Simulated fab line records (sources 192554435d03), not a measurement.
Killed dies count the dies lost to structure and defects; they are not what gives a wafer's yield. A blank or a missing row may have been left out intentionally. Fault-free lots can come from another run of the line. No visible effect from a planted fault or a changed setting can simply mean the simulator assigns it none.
Struck lot and sound lot, side by side -- flow n5Finfet -- 15 out of 1938 route steps
Sound: the wafers L425.4, L425.5, L425.6. Struck: wafer L430.1; the same lot's L430.2 was not struck, so it is left out; see the end for the cause.
At each step with rows: each side's tool, then ch and its chambers, then its first start. Under that, the readings that differ: sound wafers -- struck wafers -- difference of the means -- sigmas: that difference in standard deviations of wafers without a fault.
alike: a reading whose means differ by less than 2 such deviations, as well as words and numbers matching on both sides. not compared: withheld readings; readings where some wafer has no value; bounds like >300 that might hide an equal value; numbers whose values overlap and for which the record gives no deviation.
The two part at a step that has a row with sigmas, a row that says differs or no value, or rows on one side only. When numbers do not overlap yet have no deviation, they are printed without sigmas and do not part them. Lack of a reading on every wafer of one side parts them only where that side has two or more wafers.

first, 3 steps without rows for these wafers: N5_MOL_CONTACT_COAG_ETCH_106 (etches SOC in N2/H2, target depth 80 nm, overetch 16 nm, time 120 s); N5_MOL_CONTACT_COAG_STRIP_107 (strips in N2/H2); N5_MOL_CONTACT_COAG_STRIP_108 (strips in N2/H2).
N5_MOL_CONTACT_COAG_CONTACT_ETCH_14: etches SiO2 in C4F6/O2, target depth 27.5 nm, overetch 8.5 nm, time 20 s.
  sound on rieDiel-05 ch 1,2,3, day 4 19:40; struck on rieDiel-02 ch 3, day 5 23:45
reading,sound,struck,difference,sigmas
throttleValvePct (%),21.40 21.56 21.42,20.98,-0.48,-3
  alike: drypumpMotorCurrentA, oesProductAu, rfVppV, showerheadPlenumPTorr
  not compared: rfHoursCounterH
then, 1 step without rows for these wafers: N5_MOL_CONTACT_COAG_STRIP_109 (strips in C4F6/O2).
N5_MOL_CONTACT_COAG_ETCH_15: etches SiNx in CH3F/O2, stops on Si:P, target depth 7 nm.
  sound on rieDiel-05 ch 1,2,3, day 4 19:41; struck on rieDiel-02 ch 3, day 5 23:47
reading,sound,struck,difference,sigmas
throttleValvePct (%),16.44 16.65 16.49,16.11,-0.42,-2
  alike: drypumpMotorCurrentA, oesProductAu, rfVppV, showerheadPlenumPTorr
  not compared: rfHoursCounterH
then, 1 step without rows for these wafers: N5_MOL_CONTACT_COAG_ETCH_110 (etches Si in CF4/O2, target depth 2.5 nm, time 8 s).
N5_MOL_CONTACT_COAG_STRIP_98: strips in N2/H2.
  sound on rieDiel-05 ch 1,2,3, day 4 19:48; struck on rieDiel-02 ch 3, day 5 23:53
  alike: drypumpMotorCurrentA, oesProductAu, rfVppV, showerheadPlenumPTorr, throttleValvePct
  not compared: rfHoursCounterH
N5_MOL_CONTACT_COAG_CD_MEAS_99: the cd target is 17.2 nm.
  sound on cdSem-03 at day 4 19:53; struck on cdSem-02 at day 5 23:58
  alike: cdNm
then, 2 steps without rows for these wafers: N5_MOL_CONTACT_COAG_IMPLANT_129; N5_MOL_CONTACT_COAG_PRECLEAN_111 (cleans in NF3:NH3, afs cycles 1, time 20 s, sublimation time 60 s).
N5_MOL_CONTACT_COAG_TI_SIL_19: material Ti, target thk 4.2 nm, time 15 s.
  sound on pvdSputter-01 at day 4 20:40; struck on pvdSputter-02 at day 6 01:22
  alike: throttleValvePct
N5_MOL_CONTACT_COAG_ALD_20: deposits TiN, target thk 1.5 nm, pulse time 1 s, purge time 3 s.
  sound on aldMetal-03 ch 1,2, day 4 20:47; struck on aldMetal-04 ch 1, day 6 01:29
reading,sound,struck,difference,sigmas
aldCycles,68 68 68,111,+43,
precursorPulseHeightRel,1.001 0.986 1.003,1.041,+0.044,+2
model.TiN_of_MOL_CONTACT_COAG_ALD_20.thkNm (nm),1.4 1.4 1.4,2.4,+1.0,
  alike: heaterPowerOuterW, heaterPowerW
N5_MOL_CONTACT_COAG_SIL_ANNEAL_21: time 60 s.
  sound on rtpAnneal-01 ch 0, day 4 21:15; struck on rtpAnneal-02 ch 0, day 6 01:51
reading,sound,struck,difference,sigmas
wafer_temp_C_max,552.2 553.0 552.6,554.9,+2.3,+2
  alike: lampPowerPct
-- a jump in the record: the struck wafers' starts before and after are 4 days apart (it breaks off in module MOL_CONTACT_COAG and resumes in module BEOL_M4, where the first step shown is number 1111 of the route) --
N5_BEOL_M4_RC_MEAS_101:
  sound on prober-02 ch 0, day 8 13:20; struck on prober-01 ch 0, day 9 16:26
  alike: DIBL_N, DIBL_P, IOFF_N, IOFF_P, ION_N, ION_P, SS_N, SS_P, VT_N, VT_P

WHERE THEY PART
First at N5_MOL_CONTACT_COAG_CONTACT_ETCH_14; last, within this record, at N5_MOL_CONTACT_COAG_SIL_ANNEAL_21. Later steps at which nothing parts them and some readings are alike: N5_BEOL_M4_RC_MEAS_101.

WHY: what the simulator had put in
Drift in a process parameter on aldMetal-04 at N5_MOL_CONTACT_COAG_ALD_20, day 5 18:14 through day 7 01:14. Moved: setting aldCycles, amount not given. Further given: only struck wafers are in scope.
